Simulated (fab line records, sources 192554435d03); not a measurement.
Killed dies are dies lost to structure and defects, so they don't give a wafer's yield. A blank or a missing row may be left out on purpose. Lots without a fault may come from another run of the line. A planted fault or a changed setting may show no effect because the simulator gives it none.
Split-lot experiment | flow n5_finfet | 7 lots, 21 wafers read, on a route of 1938 steps

THE SPLIT
At N5_BEOL_M9_COAT_60 (time 60 s, resist thk 30 nm), the setting spin_rpm was moved away from the recipe's 1500 rpm on 7 of the 21 wafers read, by +4.0% to +10.5%. The other wafers ran this setting at the recipe's value.

FROM THE SPLIT TO THE READING: what the file shows between them, 4 steps
- N5_BEOL_M9_COAT_05: resist thk 90 nm
- N5_BEOL_M9_EBR_07
- N5_BEOL_M9_DESCUM_16: chemistry O2, time 7.9 s
- N5_BEOL_M9_ETCH_61: etches SiARC in CF4, target depth 39 nm, time 65 s

THE READING
SiARC_of_BEOL_M9_COAT_60.thk_nm (the simulator's own value, which no gauge read), in nm, at N5_BEOL_M9_ETCH_62 (etches SOC in N2/H2, target depth 110 nm, overetch 22 nm, time 165 s). The file gives no usual value for it. The 14 wafers here that ran the recipe average 23.7 nm, standard deviation 0.3 nm.

wafer  | tool, chamber at the split | spin_rpm as run, rpm | against the recipe | SiARC_of_BEOL_M9_COAT_60.thk_nm, nm | against lot-mates on the recipe
L077.2 | litho_track-04, 0          | 1500                 | recipe             | 24                                  | -
L077.5 | litho_track-04, 0          | 1602                 | +6.8%              | 22.8                                | -1.2
L077.6 | litho_track-04, 0          | 1602                 | +6.8%              | 22.8                                | -1.2
L080.2 | litho_track-04, 0          | 1500                 | recipe             | 23.6                                | -
L080.3 | litho_track-04, 0          | 1500                 | recipe             | 23.4                                | -
L080.5 | litho_track-04, 0          | 1657                 | +10.5%             | 22.2                                | -1.3
L085.2 | litho_track-01, 0          | 1500                 | recipe             | 23.6                                | -
L085.3 | litho_track-01, 0          | 1500                 | recipe             | 23.6                                | -
L085.5 | litho_track-01, 0          | 1500                 | recipe             | 24                                  | -
L090.2 | litho_track-04, 0          | 1571                 | +4.7%              | 23.2                                | -0.8
L090.4 | litho_track-04, 0          | 1500                 | recipe             | 24                                  | -
L090.6 | litho_track-04, 0          | 1500                 | recipe             | 24                                  | -
L093.1 | litho_track-05, 0          | 1500                 | recipe             | 23.2                                | -
L093.5 | litho_track-05, 0          | 1500                 | recipe             | 23.8                                | -
L093.6 | litho_track-05, 0          | 1560                 | +4.0%              | 22.8                                | -0.7
L096.3 | litho_track-01, 0          | 1629                 | +8.6%              | 22.2                                | -1.8
L096.4 | litho_track-01, 0          | 1629                 | +8.6%              | 22                                  | -2.0
L096.6 | litho_track-01, 0          | 1500                 | recipe             | 24                                  | -
L097.3 | litho_track-05, 0          | 1500                 | recipe             | 23.4                                | -
L097.5 | litho_track-05, 0          | 1500                 | recipe             | 23.4                                | -
L097.6 | litho_track-05, 0          | 1500                 | recipe             | 23.2                                | -

THE FIT
A straight line over all 21 wafers: SiARC_of_BEOL_M9_COAT_60.thk_nm changes by -0.153 nm for each +1% of spin_rpm; r = -0.89; the points scatter about the line by 0.29 nm.
The same after taking each lot's own level away (the mean of its wafers on the recipe; 21 wafers): -0.177 nm for each +1%; r = -0.95; scatter 0.22 nm.
On that fit, the largest move of spin_rpm shifts the reading by 1.9 nm.
The lots' own levels span 23.33 to 24.00 nm, that is 2.2 times the standard deviation above.
So the lot-to-lot level changes the slope: the two fits differ.
Check: with one of the wafers moved furthest among these (+10.5%) left out of the fit, the line predicts -2.09 nm for it against its lot-mates. It came out at -1.3 nm against them.

OTHER SPLITS ON THESE WAFERS
These wafers also went through other splits before the reading. Each is held against what the fit with the lots' levels taken away leaves over:
other split on the same wafers | wafers away from the commonest value | r with SiARC_of_BEOL_M9_COAT_60.thk_nm (lot level and that fit taken away)
N5_BEOL_M5_COAT_22 spin_rpm    | 4                                    | +0.20
N5_BEOL_M6_DESCUM_33 time_s    | 9                                    | -0.18
N5_BEOL_M9_ILD_DEP_00 time_s   | 6                                    | +0.16

THE WHOLE CHAIN: every reading that the file lists as answering this split, in the file's order
step               | what it does                                                         | reading                                                                            | change (the file's fit)               | r (the file's)
N5_BEOL_M9_COAT_60 | time 60 s, resist thk 30 nm                                          | SiARC_of_BEOL_M9_COAT_60.thk_nm (the simulator's own value, which no gauge read)   | -0.138 nm for each +1% of the setting | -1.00
N5_BEOL_M9_ETCH_61 | etches SiARC in CF4, target depth 39 nm, time 65 s                   | etch.depth_nm (the simulator's own value, which no gauge read)                     | -0.142 nm for each +1% of the setting | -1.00
N5_BEOL_M9_ETCH_61 | etches SiARC in CF4, target depth 39 nm, time 65 s                   | CAR-ArF_of_BEOL_M9_COAT_05.thk_nm (the simulator's own value, which no gauge read) | +0.139 nm for each +1% of the setting | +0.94
N5_BEOL_M9_ETCH_62 | etches SOC in N2/H2, target depth 110 nm, overetch 22 nm, time 165 s | SiARC_of_BEOL_M9_COAT_60.thk_nm (the simulator's own value, which no gauge read)   | -0.167 nm for each +1% of the setting | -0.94

THE FILE'S OWN FIT
SiARC_of_BEOL_M9_COAT_60.thk_nm changes by -0.167 nm for each +1% of spin_rpm, r = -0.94.
